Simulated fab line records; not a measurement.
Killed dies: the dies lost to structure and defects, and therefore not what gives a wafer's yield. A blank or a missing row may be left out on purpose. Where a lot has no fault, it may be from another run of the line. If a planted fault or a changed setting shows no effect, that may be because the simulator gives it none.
fab line records -- flow nand_harc
record lots=6, wafers=18, last_day=24
route steps=1159 shown A_CHANNEL_HOLE_D1@481 A_CHANNEL_FILL_D1@490 A_STAIRCASE@519 END@1159
lots that met no fault: from a run of the same line without faults
start_h: hours from the record's opening day to when the first of the lot's shown wafers began -- wait_h: time in hours since the lot's previous step -- " the same as in the row above -- L1.1+2: several wafers, shown together as one row -- - no value, or no start given -- * or withheld: withheld -- < > ~ a bound
route shown NAME@n: a module of which the file shows steps, and the number in the route of the first -- usual: the fault-free wafers' mean and standard deviation -- same: alike in all rows -- chamber/n: place in a boat -- sites: per-site readings -- _std_site: the standard deviation of these -- _edge_site: the outer-site mean with the inner-site mean subtracted -- radius_mm: for every site, how far away it sits from the centre of the wafer -- mask NAME#n: copy n -- behind: tool/chamber where the wafer was last shaped -- hold: reason for holding the lot/hours on hold/outcome of the hold -- device: which transistor (n, p or np) failed to switch -- end of line: tests run on the same wafers once the route is complete -- step lacking rows: just its recipe -- killed: not the wafer's yield, but the dies lost to structure and defects at the first sort -- map: per-die view of a wafer (x killed, . not killed, _ where there is no die)
set.NAME: setting as actually run; set.NAME@STEP: the setting as run at that earlier step -- model.NAME: the simulator's own value behind a step, which no gauge read
lots seen at some steps along the route; tables by step, rows by wafer
services: a tool's chamber out of use, with start hour (start_h, from the record's first day; less than 0 if before it), hours out, and reason
## steps
# step NHARC_A_CHANNEL_HOLE_D1_STRIP_42
# recipe cf4_flow_sccm=100, chf3_flow_sccm=30, ar_flow_sccm=0, bias_w=0, chemistry=CF4/CHF3
# step NHARC_A_CHANNEL_HOLE_D1_STRIP_43
# recipe o2_flow_sccm=400, cos_flow_sccm=20, ar_flow_sccm=0, bias_w=0, chemistry=O2/COS
# step NHARC_A_CHANNEL_HOLE_D1_ETCH_44
# recipe target_depth_a=1400, overetch_a=140, time_s=77, ion_energy_ev=100, cf4_flow_sccm=80, o2_flow_sccm=20, ar_flow_sccm=0, rf_w=300, bias_w=100, chemistry=CF4/O2
# step NHARC_A_CHANNEL_HOLE_D1_STRIP_27
# recipe o2_flow_sccm=500, ar_flow_sccm=0, bias_w=0, chemistry=O2
# step NHARC_A_CHANNEL_HOLE_D1_PRECLEAN_28
# recipe time_s=*, temp_c=50, bath_age_min=0, chemistry=SC1
# step NHARC_A_CHANNEL_HOLE_D1_SRD_29
# step NHARC_A_CHANNEL_HOLE_D1_CD_MEAS_30
# usual cd_nm=89.8/1.4
lot.wafer,tool,chamber,start_h,wait_h,cd_nm
L758.1,cd_sem-02,-,203.39,-,91.4
L758.3,cd_sem-02,-,203.39,-,90.6
L758.6,cd_sem-02,-,203.39,-,90.1
L757.2,cd_sem-02,-,204.13,-,88.7
L757.4,cd_sem-02,-,204.13,-,90.9
L757.6,cd_sem-02,-,204.13,-,89.0
L764.4,cd_sem-03,-,237.37,-,89.5
L764.5,cd_sem-03,-,237.37,-,89.5
L764.6,cd_sem-03,-,237.37,-,91.1
L766.1,cd_sem-02,-,254.62,-,89.0
L766.2,cd_sem-02,-,254.62,-,89.1
L766.6,cd_sem-02,-,254.62,-,90.0
L767.3,cd_sem-02,-,254.76,-,88.3
L767.4,cd_sem-02,-,254.76,-,87.1
L767.5,cd_sem-02,-,254.76,-,88.0
L775.2,cd_sem-01,-,305.37,-,90.0
L775.3,cd_sem-01,-,305.37,-,89.8
L775.6,cd_sem-01,-,305.37,-,89.3
# step NHARC_A_CHANNEL_HOLE_D1_XSEM_31
# recipe landing_energy_ev=35000
# step NHARC_A_CHANNEL_HOLE_D1_INSPECT_40
# usual raw_defect_count=64/19
lot.wafer,tool,chamber,start_h,wait_h,raw_defect_count
L758.1,defect_inspect-01,-,203.58,-,46
L758.3,defect_inspect-01,-,203.58,-,31
L758.6,defect_inspect-01,-,203.58,-,44
L757.2,defect_inspect-02,-,204.31,-,100
L757.4,defect_inspect-02,-,204.31,-,81
L757.6,defect_inspect-02,-,204.31,-,80
L764.4,defect_inspect-01,-,237.55,-,68
L764.5,defect_inspect-01,-,237.55,-,53
L764.6,defect_inspect-01,-,237.55,-,50
L766.1,defect_inspect-01,-,254.80,-,64
L766.2,defect_inspect-01,-,254.80,-,75
L766.6,defect_inspect-01,-,254.80,-,58
L767.3,defect_inspect-01,-,254.97,-,81
L767.4,defect_inspect-01,-,254.97,-,84
L767.5,defect_inspect-01,-,254.97,-,82
L775.2,defect_inspect-01,-,305.55,-,89
L775.3,defect_inspect-01,-,305.55,-,89
L775.6,defect_inspect-01,-,305.55,-,110
# step NHARC_A_CHANNEL_FILL_D1_PRECLEAN_00
# recipe time_s=*, temp_c=50, bath_age_min=0, chemistry=SC1
# step NHARC_A_CHANNEL_FILL_D1_SRD_01
# step NHARC_A_CHANNEL_FILL_D1_ALD_02
# recipe target_thk_a=60, pulse_time_s=10, ald_cycles=60, temp_c=300, material=SiO2
# step NHARC_A_CHANNEL_FILL_D1_ALD_03
# recipe target_thk_a=60, pulse_time_s=60, ald_cycles=58, temp_c=630, pressure_torr=2, material=SiNx
# usual precursor_pulse_height_rel=1.002/0.02
# same ald_cycles=58
lot.wafer,tool,chamber,start_h,wait_h,precursor_pulse_height_rel
L757.2,ald_sin_batch-03,0,207.22,-,1.012
L757.4,ald_sin_batch-03,0,207.22,-,1.000
L757.6,ald_sin_batch-03,0,207.22,-,0.999
L758.1,ald_sin_batch-03,0,207.22,-,1.013
L758.3,ald_sin_batch-03,0,207.22,-,0.997
L758.6,ald_sin_batch-03,0,207.22,-,0.988
L764.4,ald_sin_batch-02,0,241.06,-,0.999
L764.5,ald_sin_batch-02,0,241.06,-,1.012
L764.6,ald_sin_batch-02,0,241.06,-,1.003
L766.1,ald_sin_batch-02,0,258.44,-,0.982
L766.2,ald_sin_batch-02,0,258.44,-,1.012
L766.6,ald_sin_batch-02,0,258.44,-,1.011
L767.3,ald_sin_batch-02,0,258.44,-,0.988
L767.4,ald_sin_batch-02,0,258.44,-,1.006
L767.5,ald_sin_batch-02,0,258.44,-,1.020
L775.2,ald_sin_batch-01,0,309.19,-,1.014
L775.3,ald_sin_batch-01,0,309.19,-,0.982
L775.6,ald_sin_batch-01,0,309.19,-,1.000
# step NHARC_A_CHANNEL_FILL_D1_ALD_14
# recipe target_thk_a=25, pulse_time_s=10, ald_cycles=25, temp_c=300, material=SiO2
# step NHARC_A_CHANNEL_FILL_D1_ALD_15
# recipe target_thk_a=20, pulse_time_s=60, ald_cycles=19, temp_c=630, pressure_torr=2, material=SiNx
# step NHARC_A_CHANNEL_FILL_D1_ALD_16
# recipe target_thk_a=15, pulse_time_s=10, ald_cycles=15, temp_c=300, material=SiO2
# usual heater_power_w=450/39, precursor_pulse_height_rel=1.000/0.02
# same ald_cycles=15
lot.wafer,tool,chamber,start_h,wait_h,heater_power_w,precursor_pulse_height_rel
L758.3,ald_hk-01,0,217.10,1.2,479,1.011
L758.1,ald_hk-01,1,217.10,1.2,475,0.997
L758.6,ald_hk-01,3,217.10,1.2,420,0.982
L757.4,ald_hk-01,2,217.21,1.3,461,0.977
L757.2,ald_hk-01,0,217.21,1.3,498,0.986
L757.6,ald_hk-01,3,217.21,1.3,411,0.996
L764.4,ald_hk-01,3,249.94,0.2,418,1.014
L764.6,ald_hk-01,3,249.94,0.2,418,0.986
L764.5,ald_hk-01,0,249.94,0.2,476,0.995
L767.4,ald_hk-04,2,267.50,0.3,409,1.014
L767.3,ald_hk-04,0,267.50,0.3,505,1.013
L767.5,ald_hk-04,2,267.50,0.3,412,1.040
L766.2,ald_hk-04,0,267.64,0.4,498,0.974
L766.1,ald_hk-04,2,267.64,0.4,407,0.988
L766.6,ald_hk-04,0,267.64,0.4,486,1.004
L775.2,ald_hk-01,1,321.34,0.0,484,0.986
L775.3,ald_hk-01,3,321.34,0.0,414,1.008
L775.6,ald_hk-01,2,321.34,0.0,476,1.010
# step NHARC_A_CHANNEL_FILL_D1_ANNEAL_17
# recipe temp_c=850, time_s=1800
# step NHARC_A_CHANNEL_FILL_D1_CVD_18
# recipe target_thk_a=30, temp_c=550, material=poly-Si
# step NHARC_A_CHANNEL_FILL_D1_ETCHBACK_19
# recipe target_depth_a=50, time_s=1.7, hbr_flow_sccm=150, cl2_flow_sccm=50, rf_w=400, icp_w=400, bias_w=100, chemistry=HBr/Cl2
# usual chamber_pressure_mTorr=15.001/0.014, drypump_motor_current_A=5.7/0.4, he_backside_leak_sccm=2.66/0.27, oes_product_au=0.999/0.011, rf_fwd_power_W=390.5/1.4, throttle_valve_pct=26.406/0.01
lot.wafer,tool,chamber,start_h,wait_h,chamber_pressure_mTorr,drypump_motor_current_A,he_backside_leak_sccm,oes_product_au,rf_fwd_power_W,rf_hours_counter_h,throttle_valve_pct
L758.3,rie_si-03,2,228.65,0.4,15.009,5.3,2.43,0.994,389.6,0.7,26.379
L758.1,rie_si-03,0,228.65,0.4,14.985,5.4,2.74,1.007,391.4,0.7,26.404
L758.6,rie_si-03,2,228.65,0.4,14.987,5.3,2.38,0.996,389.8,-,26.398
L757.4,rie_si-02,1,228.66,0.4,14.993,5.5,2.64,0.990,388.0,0.1,26.402
L757.2,rie_si-02,2,228.66,0.4,14.986,6.2,2.73,1.000,389.8,0.1,26.415
L757.6,rie_si-02,0,228.66,0.4,15.006,6.2,2.40,1.001,388.4,-,26.412
L764.4,rie_si-03,2,261.58,0.4,15.006,5.3,2.36,0.988,389.0,1.0,26.402
L764.6,rie_si-03,0,261.58,0.4,15.026,5.4,2.75,1.004,390.8,-,26.389
L764.5,rie_si-03,1,261.58,0.4,15.003,5.7,2.67,0.991,390.5,-,26.398
L766.2,rie_si-02,0,279.39,0.4,15.040,6.2,2.57,0.995,388.6,0.7,26.390
L766.1,rie_si-02,1,279.39,0.4,15.015,5.5,2.69,0.983,391.6,0.6,26.403
L766.6,rie_si-02,3,279.39,0.4,15.008,5.4,2.37,1.021,389.3,-,26.405
L767.3,rie_si-06,3,279.40,0.4,15.001,6.4,2.93,0.995,389.9,0.8,26.394
L767.4,rie_si-06,0,279.40,0.4,14.998,5.7,2.89,0.995,389.4,0.8,26.401
L767.5,rie_si-06,1,279.40,0.4,15.010,5.8,2.58,1.003,388.0,-,26.398
L775.2,rie_si-06,2,333.91,0.4,15.006,4.7,2.89,1.004,388.7,1.3,26.388
L775.3,rie_si-06,3,333.91,0.4,15.019,6.4,2.77,0.987,390.6,1.2,26.407
L775.6,rie_si-06,1,333.91,0.4,14.978,5.8,2.70,0.998,389.1,-,26.408
# step NHARC_A_CHANNEL_FILL_D1_ETCHBACK_20
# recipe target_depth_a=270, time_s=13.5, c4f8_flow_sccm=withheld, o2_flow_sccm=8, ar_flow_sccm=withheld, rf_w=600, bias_w=1500, chemistry=C4F8/O2/Ar
# step NHARC_A_CHANNEL_FILL_D1_STRIP_28
# recipe time_s=20, o2_flow_sccm=500, ar_flow_sccm=0, bias_w=0, chemistry=O2
# step NHARC_A_CHANNEL_FILL_D1_PRECLEAN_21
# recipe time_s=30, chemistry=dHF
# step NHARC_A_CHANNEL_FILL_D1_SRD_23
# step NHARC_A_CHANNEL_FILL_D1_CVD_05
# recipe target_thk_a=50, temp_c=550, material=poly-Si
# step NHARC_A_CHANNEL_FILL_D1_ANNEAL_22
# recipe temp_c=620, time_s=7200
# step NHARC_A_CHANNEL_FILL_D1_THK_MEAS_06
# recipe thk_meas_gauge=ellipsometry
# usual thk_nm=5.0/1.1
lot.wafer,tool,chamber,start_h,wait_h,thk_nm
L757.2,film_metro-02,-,240.54,0.4,5.7
L757.4,film_metro-02,-,240.54,0.4,4.4
L757.6,film_metro-02,-,240.54,0.4,3.3
L758.1,film_metro-01,-,240.54,0.4,4.9
L758.3,film_metro-01,-,240.54,0.4,5.1
L758.6,film_metro-01,-,240.54,0.4,4.6
L764.4,film_metro-01,-,273.31,0.4,5.2
L764.5,film_metro-01,-,273.31,0.4,5.4
L764.6,film_metro-01,-,273.31,0.4,4.6
L766.1,film_metro-01,-,291.25,0.4,5.0
L766.2,film_metro-01,-,291.25,0.4,6.0
L766.6,film_metro-01,-,291.25,0.4,5.5
L767.3,film_metro-02,-,291.26,0.4,3.5
L767.4,film_metro-02,-,291.26,0.4,5.0
L767.5,film_metro-02,-,291.26,0.4,4.7
L775.2,film_metro-02,-,345.83,0.4,5.3
L775.3,film_metro-02,-,345.83,0.4,4.1
L775.6,film_metro-02,-,345.83,0.4,5.6
# step NHARC_A_CHANNEL_FILL_D1_ALD_25
# recipe target_thk_a=600, pulse_time_s=10, ald_cycles=600, temp_c=300, material=SiOx
# step NHARC_A_CHANNEL_FILL_D1_ETCHBACK_08
# recipe target_depth_a=2200, time_s=110, c4f8_flow_sccm=20, ar_flow_sccm=withheld, rf_w=600, bias_w=300, chemistry=C4F8
# usual chamber_pressure_mTorr=25.001/0.023, oes_product_au=0.96/0.039, rf_fwd_power_W=596.9/2, rf_vpp_V=439.7/2.7
lot.wafer,tool,chamber,start_h,wait_h,chamber_pressure_mTorr,oes_product_au,rf_fwd_power_W,rf_hours_counter_h,rf_vpp_V
L757.2,rie_diel-13,2,-,-,25.022,0.93,595.1,26,442.4
L757.6,rie_diel-13,0,-,-,24.966,0.94,600.2,-,441.5
L757.4,rie_diel-13,2,-,-,25.029,0.94,595.7,-,443.4
L758.1,rie_diel-01,3,-,-,25.009,0.91,598.5,4,444.4
L758.3,rie_diel-01,2,-,-,24.968,0.91,595.6,3,437.6
L758.6,rie_diel-01,0,-,-,24.992,0.93,599.0,-,437.1
L764.4,rie_diel-07,0,-,-,24.951,0.93,597.0,1,437.9
L764.5,rie_diel-07,3,-,-,25.048,0.92,598.2,-,437.5
L764.6,rie_diel-07,0,-,-,24.972,0.93,594.7,-,435.7
L767.3,rie_diel-07,3,-,-,25.019,1.01,598.0,2,437.2
L767.4,rie_diel-07,0,-,-,24.978,1.01,597.8,2,437.6
L767.5,rie_diel-07,2,-,-,25.012,0.99,596.9,-,443.2
L766.2,rie_diel-13,2,-,-,24.993,1.01,593.8,1,442.2
L766.1,rie_diel-13,0,-,-,25.040,1.01,599.8,1,441.1
L766.6,rie_diel-13,3,-,-,25.055,0.99,597.3,-,439.4
L775.3,rie_diel-07,1,-,-,24.977,0.92,595.6,3,437.6
L775.2,rie_diel-07,2,-,-,25.010,0.92,595.4,2,442.6
L775.6,rie_diel-07,0,-,-,24.998,0.93,596.1,-,437.0
# step NHARC_A_CHANNEL_FILL_D1_STRIP_29
# recipe time_s=20, o2_flow_sccm=500, ar_flow_sccm=0, bias_w=0, chemistry=O2
# usual chamber_pressure_mTorr=60.00/0.055, drypump_motor_current_A=5.8/0.42, oes_product_au=1.000/0.01, rf_vpp_V=57.6/0.94, showerhead_plenum_p_Torr=3.46/0.14, throttle_valve_pct=17.035/0.0095
lot.wafer,tool,chamber,start_h,wait_h,chamber_pressure_mTorr,drypump_motor_current_A,oes_product_au,rf_hours_counter_h,rf_vpp_V,showerhead_plenum_p_Torr,throttle_valve_pct
L758.1,rie_diel-01,0,246.50,0.2,60.03,5.3,1.001,4,57.2,3.34,17.035
L758.3,rie_diel-01,2,246.50,0.2,60.09,6.1,0.979,4,57.9,3.30,17.051
L758.6,rie_diel-01,0,246.50,0.2,60.02,5.3,0.995,-,56.7,3.34,17.027
L757.2,rie_diel-13,0,246.50,0.3,59.95,5.6,1.016,25,57.6,3.55,17.036
L757.6,rie_diel-13,2,246.50,0.3,59.91,6.2,0.999,-,57.7,3.63,17.031
L757.4,rie_diel-13,0,246.50,0.3,60.01,5.6,1.016,-,57.2,3.55,17.037
L764.4,rie_diel-07,0,-,-,59.99,5.5,1.022,1,57.5,3.32,17.028
L764.5,rie_diel-07,3,-,-,60.11,6.0,1.014,-,56.6,3.35,17.031
L764.6,rie_diel-07,0,-,-,59.98,5.5,1.005,-,55.9,3.32,17.038
L767.4,rie_diel-07,1,-,-,60.00,6.6,1.011,1,58.2,3.38,17.030
L767.3,rie_diel-07,3,-,-,59.93,6.0,1.024,2,57.7,3.35,17.029
L767.5,rie_diel-07,1,-,-,59.92,6.6,1.005,-,57.4,3.38,17.032
L766.1,rie_diel-13,2,-,-,60.05,6.2,0.996,1,57.3,3.62,17.030
L766.2,rie_diel-13,0,-,-,59.91,5.6,1.019,1,58.1,3.55,17.042
L766.6,rie_diel-13,3,-,-,59.97,5.1,0.989,-,58.4,3.46,17.030
L775.3,rie_diel-07,3,-,-,60.00,6.0,1.005,3,57.7,3.35,17.028
L775.2,rie_diel-07,1,-,-,60.13,6.6,0.996,3,58.2,3.38,17.038
L775.6,rie_diel-07,0,-,-,60.13,5.5,1.003,-,56.8,3.32,17.045
# step NHARC_A_CHANNEL_FILL_D1_PRECLEAN_30
# recipe time_s=30, chemistry=dHF
# step NHARC_A_CHANNEL_FILL_D1_SRD_31
# step NHARC_A_CHANNEL_FILL_D1_CVD_09
# recipe target_thk_a=1500, temp_c=620, pressure_mtorr=200, time_s=3000, material=poly-Si
# step NHARC_A_CHANNEL_FILL_D1_CMP_10
# recipe target_thk_nm=150
# usual motor_current_A=11.8/0.82, retaining_ring_pressure_frac=1.000/0.0046, slurry_filter_dp_kPa=13.52/0.13, time_to_endpoint_s=14.0/2.4
lot.wafer,tool,chamber,start_h,wait_h,motor_current_A,retaining_ring_pressure_frac,slurry_filter_dp_kPa,time_to_endpoint_s
L757.4,cmp-02,3,252.07,0.4,12.3,0.998,13.19,8.7
L757.2,cmp-02,0,252.07,0.4,11.5,1.002,13.44,10.5
L757.6,cmp-02,1,252.07,0.4,11.2,0.990,13.29,12.3
L758.1,cmp-04,0,252.07,0.4,11.2,1.001,13.61,14.7
L758.3,cmp-04,1,252.07,0.4,10.9,0.998,13.22,16.7
L758.6,cmp-04,3,252.07,0.4,12.3,0.996,13.57,11.1
L764.4,cmp-01,2,284.62,0.4,12.6,1.008,13.55,16.2
L764.5,cmp-01,2,284.62,0.4,11.6,1.008,13.48,15.2
L764.6,cmp-01,3,284.62,0.4,13.1,1.004,13.53,12.6
L767.3,cmp-01,3,302.47,0.4,12.0,1.003,13.47,9.7
L767.4,cmp-01,2,302.47,0.4,11.6,1.005,13.40,15.2
L767.5,cmp-01,0,302.47,0.4,13.2,0.995,13.48,13.5
L766.1,cmp-02,2,302.47,0.4,11.3,1.003,13.45,16.8
L766.2,cmp-02,3,302.47,0.4,12.6,0.996,13.77,14.6
L766.6,cmp-02,2,302.47,0.4,11.3,1.004,13.70,15.9
L775.3,cmp-01,0,357.31,0.5,13.2,1.006,13.60,17.3
L775.2,cmp-01,1,357.31,0.5,12.2,1.003,13.52,13.1
L775.6,cmp-01,3,357.31,0.5,12.1,0.995,13.52,13.2
# step NHARC_A_CHANNEL_FILL_D1_SRD_12
# step NHARC_A_CHANNEL_FILL_D1_RTA_24
# recipe temp_c=1000, time_s=5
# step NHARC_A_STAIRCASE_DEP_156
# recipe target_thk_a=500, temp_c=400, target_thk_nm=50, flow_sccm=200, rf_w=450, material=SiNx
# step NHARC_A_STAIRCASE_DEHYDRATE_158
# recipe temp_c=150, time_s=120
# step NHARC_A_STAIRCASE_HMDS_159
# recipe time_s=30
# step NHARC_A_STAIRCASE_COAT_160
# recipe spin_rpm=1200
# step NHARC_END_SORT_01
# recipe temp_c=25
# usual killed_at_array=27/8.8, killed_at_other=0.4/0.82, killed_at_periphery=3.1/2.1, killed_dies=31/8.8, killed_open=3.3/2, killed_short=2.0/1.4
# same gross_dies=677
lot.wafer,tool,chamber,start_h,wait_h,killed_at_array,killed_at_other,killed_at_periphery,killed_dies,killed_open,killed_short
L766.1,prober-01,0,505.75,2.5,72,0,4,76,6,4
L766.2,prober-01,0,506.56,2.8,62,0,0,62,1,0
L766.6,prober-01,0,509.80,4.0,63,0,1,64,4,6
L767.3,prober-02,0,506.97,3.1,67,4,3,74,7,1
L767.4,prober-02,0,507.76,3.4,57,0,2,59,1,1
L767.5,prober-02,0,508.55,3.7,57,3,3,63,1,2
# killed by level:class
L766.1 A_CHANNEL_FILL_D1:unspecified=37 A_CHANNEL_HOLE_D1:chamber_film_flake=25 A_CONTACT:geometric_particle:open=2 P_STI:chamber_film_flake=2 A_CONTACT:chamber_film_flake=2 P_GATE:geometric_particle:open=1 P_M2:geometric_particle:open=1 A_ONON_D1:geometric_particle:short=1
L766.2 A_CHANNEL_FILL_D1:unspecified=40 A_CHANNEL_HOLE_D1:chamber_film_flake=18 A_CONTACT:chamber_film_flake=3 A_CONTACT:geometric_particle:open=1
L767.3 A_CHANNEL_FILL_D1:unspecified=39 A_SLIT:chamber_film_flake=11 A_CHANNEL_HOLE_D1:chamber_film_flake=5 A_CONTACT:chamber_film_flake=4 THIN_TSV:chamber_film_flake=3 A_ONON_D1:geometric_particle:open=2 A_CHANNEL_FILL_D1:geometric_particle:open=2 P_CONTACT:geometric_particle:open=1
L767.4 A_CHANNEL_FILL_D1:unspecified=38 A_SLIT:chamber_film_flake=10 A_CONTACT:chamber_film_flake=5 A_CHANNEL_HOLE_D1:chamber_film_flake=3 P_CONTACT:geometric_particle:open=1 A_CHANNEL_HOLE_D1:geometric_particle:short=1 P_GATE:chamber_film_flake=1
L767.5 A_CHANNEL_FILL_D1:unspecified=35 A_SLIT:chamber_film_flake=11 A_CONTACT:chamber_film_flake=5 A_CHANNEL_HOLE_D1:chamber_film_flake=3 P_GATE:chamber_film_flake=2 THIN_TSV:chamber_film_flake=2 P_CONTACT:geometric_particle:open=1 A_ONON_D1:geometric_particle:short=1
L766.6 A_CHANNEL_FILL_D1:unspecified=35 A_CHANNEL_HOLE_D1:chamber_film_flake=16 A_CHANNEL_FILL_D1:geometric_particle:short=3 A_WL_FILL:geometric_particle:open=2 A_STAIRCASE:chamber_film_flake=2 P_M1:geometric_particle:short=1 A_ONON_D1:geometric_particle:open=1 A_CONTACT:geometric_particle:short=1
# map L766.1 (x killed, . not)
____________.____________
_________...x..._________
_______..........._______
______.............______
_____..............._____
____.................____
____.......x.........____
___............x.x....___
___x............x.....___
__..........xxxxx......__
__.......x...x.x.......__
_..............xxx......_
_...........x.x.x.x....._
_........x...xx.x......._
_............xxx........_
_..x...................._
.............x...........
.........................
...................x..x..
.........................
.........................
_......................._
_.........x............x_
_...x..................._
_......................x_
_.x..xx.......x........._
__...x..........x......__
__x.xxxxx..............__
___xxxxxx.............___
___xxxxx..............___
____xxxxx............____
____xxxxx............____
_____xxxx..........._____
______xx...........______
_______x.........._______
_________......._________
____________.____________
# map L767.3 (x killed, . not)
____________.____________
_________......._________
_______..........._______
______.............______
_____...x..........._____
____......x..........____
____.................____
___...................___
___..................x___
__..................xx.__
__...................xx__
_x.................xxxxx_
_..x.............x...xx._
_x............x....x...._
_x........x.......x...xx_
_......................._
...........x.............
.........x...............
.........................
...........xx............
......................x..
_......................._
_......................._
_......................._
_...x............x......_
_...........x..........._
__..xxxx...............__
__.xxxx................__
___xxxxx..............___
___xxxxx..............___
____xxxxx............____
____xxxxx............____
_____xxxxx......x..._____
______xxxx.........______
_______xx........._______
_________x......_________
____________.____________
## services
tool,chamber,start_h,hours,kind
ald_hk-04,-,186.97,10.0,pm
cmp-01,-,189.85,4.0,pm
rie_si-02,-,211.00,9.0,pm
cmp-02,-,226.54,4.0,pm
rie_diel-07,-,228.20,9.0,pm
ald_hk-01,-,230.80,10.0,pm
rie_diel-01,1,234.49,16.3,repair
rie_diel-01,2,238.04,8.0,repair
rie_diel-13,3,240.82,10.0,repair
rie_si-03,0,248.01,9.7,repair
rie_diel-13,1,252.75,2.7,repair
rie_si-03,-,257.11,3.4,repair
cmp-01,-,269.06,1.2,repair
cmp-02,-,270.74,0.5,repair
cmp-02,-,271.61,1.0,repair
rie_diel-13,-,276.00,9.0,pm
rie_diel-01,0,278.64,1.9,repair
rie_diel-01,1,284.57,4.3,repair
rie_diel-01,0,287.27,2.0,repair
cmp-01,-,287.85,4.0,pm
cmp-02,-,296.86,4.4,repair
rie_diel-07,2,328.26,18.7,repair
cmp-01,-,332.94,1.4,repair
rie_diel-13,0,346.28,8.2,repair
## key
first_sign step=NHARC_END_SORT_01, reading=killed_at_array, direction=up, sigmas=4, usual=27, struck=63
effect step=NHARC_END_SORT_01, reading=killed_dies, direction=up, sigmas=4, usual=31, struck=66
more_kills_born_at NHARC_A_CHANNEL_FILL_D1_ALD_03@ald_sin_batch-02=224
met_at NHARC_A_CHANNEL_FILL_D1_ALD_03
struck_wafers L766.1,L766.2,L766.6,L767.3,L767.4,L767.5
tester_left_out L766,L767
onset_between 241.06 258.44
also_fits NHARC_A_CHANNEL_FILL_D1_ALD_16:ald_hk-04
fault kind=chamber_particle_source, tool=ald_sin_batch-02, chamber=-, onset_h=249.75, steps=NHARC_A_CHANNEL_FILL_D1_ALD_03, rate_per_visit_cm2=0.40662, end_h=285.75
# tester_left_out: of these lots the tester's yield and bins aren't shown, on N5 and GAA mostly nor the transistor test; their killed dies are dies lost to structure and defects alone, not to doping, threshold or leakage, so they don't give the yield
